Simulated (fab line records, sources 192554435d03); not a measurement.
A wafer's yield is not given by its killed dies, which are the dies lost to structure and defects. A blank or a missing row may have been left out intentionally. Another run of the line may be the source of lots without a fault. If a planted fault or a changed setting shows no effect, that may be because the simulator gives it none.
Commonality check across tools + flow n5-finfet + 9 lots, 27 wafers sampled

REASON IT WAS OPENED
On 3 of the 9 lots, a flag is raised at N5_BEOL_M6_OCD_MEAS_38 on the reading trench-depth-nm. No-fault wafers: 94.1 nm, standard deviation 2.2.
Rule: flag the lot when none of its wafers has a number, or when each of its wafers that has one lies beyond 4 standard deviations from that mean. The other lots count as sound.

| lot  | measured     | on     | trench-depth-nm (nm), wafer by wafer | flag    |
|------|--------------|--------|--------------------------------------|---------|
| L981 | day 11 19:47 | ocd-01 | 94.6 93.6 95.4                       |         |
| L983 | day 13 00:55 | ocd-01 | 96.6 96.9 96.0                       |         |
| L993 | day 14 04:29 | ocd-02 | 0 0.2 0                              | FLAGGED |
| L988 | day 14 16:07 | ocd-01 | 0.1 0.1 0                            | FLAGGED |
| L991 | day 14 18:56 | ocd-01 | 0 0 0                                | FLAGGED |
| L995 | day 16 16:55 | ocd-01 | 91.4 96.5 95.5                       |         |
| L999 | day 16 21:03 | ocd-02 | 95.8 96.7 96.3                       |         |
| L103 | day 17 04:12 | ocd-02 | 90.7 95.5 95.8                       |         |
| L102 | day 17 21:46 | ocd-01 | 96.2 95.3 95.9                       |         |
The mean of the flagged lots' numbers is 0.0 nm, -94.1 nm from the usual (-43 standard deviations).

TOOL THAT RAN EACH LOT
Before the reading, the record contains 2 process steps out of a 1938-step route. Each cell gives the tool, then ch followed by the chambers the sampled wafers passed through, then the start.
| lot  | flag    | N5_BEOL_M6_STRIP_19                | N5_BEOL_M6_TRENCH_ETCH_37          |
|------|---------|------------------------------------|------------------------------------|
| L981 |         | rie-diel-03 ch 0,1,2, day 11 16:20 | rie-diel-04 ch 0,1, day 11 19:38   |
| L983 |         | rie-diel-01 ch 1,3, day 12 22:29   | rie-diel-04 ch 0,1, day 13 00:46   |
| L993 | FLAGGED | rie-diel-03 ch 1,2, day 14 02:25   | rie-diel-01 ch 0,1,3, day 14 04:20 |
| L988 | FLAGGED | rie-diel-03 ch 1,2,3, day 14 15:11 | rie-diel-04 ch 0,1,3, day 14 15:58 |
| L991 | FLAGGED | rie-diel-01 ch 1,2,3, day 14 17:52 | rie-diel-01 ch 0,2, day 14 18:46   |
| L995 |         | rie-diel-04 ch 0,1, day 16 14:47   | rie-diel-04 ch 1,2,3, day 16 16:46 |
| L999 |         | rie-diel-03 ch 0,2, day 16 18:15   | rie-diel-04 ch 0,1, day 16 20:53   |
| L103 |         | rie-diel-04 ch 0,1,2, day 17 01:34 | rie-diel-01 ch 1,2, day 17 04:03   |
| L102 |         | rie-diel-03 ch 1,3, day 17 20:43   | rie-diel-04 ch 0,1,2, day 17 21:37 |
What is done by these steps:
- N5_BEOL_M6_STRIP_19: strips in O2.
- N5_BEOL_M6_TRENCH_ETCH_37: etches SiCOH lowk in C4F6/O2, target depth 94.435 nm, time 31.5 s.
- N5_BEOL_M6_OCD_MEAS_38

FLAGGED OVER TOTAL, TOOL BY TOOL (the gauges that took the reading come last)
| step                      | tool        | lots run | flagged | share of the flagged lots | sound lots run after its first flagged lot |
|---------------------------|-------------|----------|---------|---------------------------|--------------------------------------------|
| N5_BEOL_M6_STRIP_19       | rie-diel-01 | 2        | 1       | some                      | 0                                          |
| N5_BEOL_M6_STRIP_19       | rie-diel-03 | 5        | 2       | some                      | 2 (L999,L102)                              |
| N5_BEOL_M6_STRIP_19       | rie-diel-04 | 2        | 0       | none                      | -                                          |
| N5_BEOL_M6_TRENCH_ETCH_37 | rie-diel-01 | 3        | 2       | some                      | 1 (L103)                                   |
| N5_BEOL_M6_TRENCH_ETCH_37 | rie-diel-04 | 6        | 1       | some                      | 3 (L995,L999,L102)                         |
| N5_BEOL_M6_OCD_MEAS_38    | ocd-01      | 6        | 2       | some                      | 2 (L995,L102)                              |
| N5_BEOL_M6_OCD_MEAS_38    | ocd-02      | 3        | 1       | some                      | 2 (L999,L103)                              |

WHAT IS ALLOWED BY THE TABLE
No row of the table ran every flagged lot.

WHAT HAD BEEN PUT IN BY THE SIMULATOR
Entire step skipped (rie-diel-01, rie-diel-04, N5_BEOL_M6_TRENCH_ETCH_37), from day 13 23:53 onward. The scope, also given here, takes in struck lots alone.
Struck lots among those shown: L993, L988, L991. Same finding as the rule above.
